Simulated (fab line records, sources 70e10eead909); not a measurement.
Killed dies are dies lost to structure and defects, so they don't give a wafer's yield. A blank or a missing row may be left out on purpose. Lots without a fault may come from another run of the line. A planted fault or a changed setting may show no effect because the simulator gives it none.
Chamber matching | flow nand harc | cmp-01 running NHARC_A_M0_CMP_23: 4 sister chambers
The step polishes, t overpolish 20 s, target thk 113.75 nm. 16 wafers are shown with their chamber, then 8 later ones without.

WAFERS, EACH WITH ITS CHAMBER
wafer  | chamber | motor current A (A) | time to endpoint s (s) | retaining ring pressure frac
L074.1 | 1       | 12.0                | 31                     | 0.998
L074.3 | 0       | 11.6                | 31                     | 1.002
L074.5 | 0       | 12.3                | 34                     | 1.003
L078.1 | 2       | 14.2                | 26                     | 0.990
L078.4 | 0       | 11.9                | 29                     | 0.994
L078.6 | 2       | 14.9                | 23                     | 1.002
L081.1 | 3       | 11.1                | 28                     | 1.007
L081.2 | 0       | 11.5                | 34                     | 0.995
L081.4 | 2       | 14.9                | 27                     | 1.015
L085.2 | 0       | 11.6                | 36                     | 0.994
L085.3 | 1       | 12.5                | 30                     | 0.997
L085.6 | 3       | 11.1                | 30                     | 0.997
L089.1 | 0       | 11.5                | 34                     | 1.011
L089.3 | 1       | 12.3                | 31                     | 0.998
L089.4 | 2       | 15.3                | 27                     | 1.002
L094.1 | 0       | 12.0                | 34                     | 0.994

SIGNATURES (means of the wafers above)
reading                      | chamber 0 | chamber 1 | chamber 2 | chamber 3 | scatter within a chamber
motor current A              | 11.771    | 12.267    | 14.825    | 11.100    | 0.33
time to endpoint s           | 33.14     | 30.67     | 25.75     | 29.00     | 1.96
retaining ring pressure frac | 0.99900   | 0.99767   | 1.00225   | 1.00200   | 0.00721
Rule: a wafer lies at a distance from a chamber equal to the root of the sum of squares, over the readings, of (its reading less the chamber's mean, divided by the reading's scatter). The wafer belongs to the nearest chamber; if the next one is less than 2 further off, it can't be placed. The scatter is the square root of a quotient: the sum, over the shown wafers, of each reading's squared deviation from its chamber's mean, divided by wafers minus chambers.

WAFERS MISSING THEIR CHAMBER
wafer  | motor current A (A) | time to endpoint s (s) | retaining ring pressure frac
L094.2 | 10.9                | 31                     | 1.002
L094.3 | 12.3                | 36                     | 0.998
L096.1 | 11.5                | 34                     | 0.998
L096.4 | 11.7                | 33                     | 0.995
L096.6 | 11.1                | 28                     | 1.001
L095.3 | 11.7                | 28                     | 0.997
L095.4 | 12.0                | 31                     | 1.003
L095.6 | 11.8                | 33                     | 0.994

EACH ONE'S CHAMBER
wafer  | from the rows above          | in truth
L094.2 | can't be placed: 3 or 0      | 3
L094.3 | can't be placed: 0 or 1      | 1
L096.1 | can't be placed: 0 or 3 or 1 | 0
L096.4 | can't be placed: 0 or 1      | 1
L096.6 | 3                            | 3
L095.3 | can't be placed: 3 or 1 or 0 | 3
L095.4 | can't be placed: 1 or 0 or 3 | 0
L095.6 | can't be placed: 0 or 1      | 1
Correct placement for 1 of the 8. These rows do not allow placing 7 (true chamber among the candidates in 7). 0 placed wrongly.
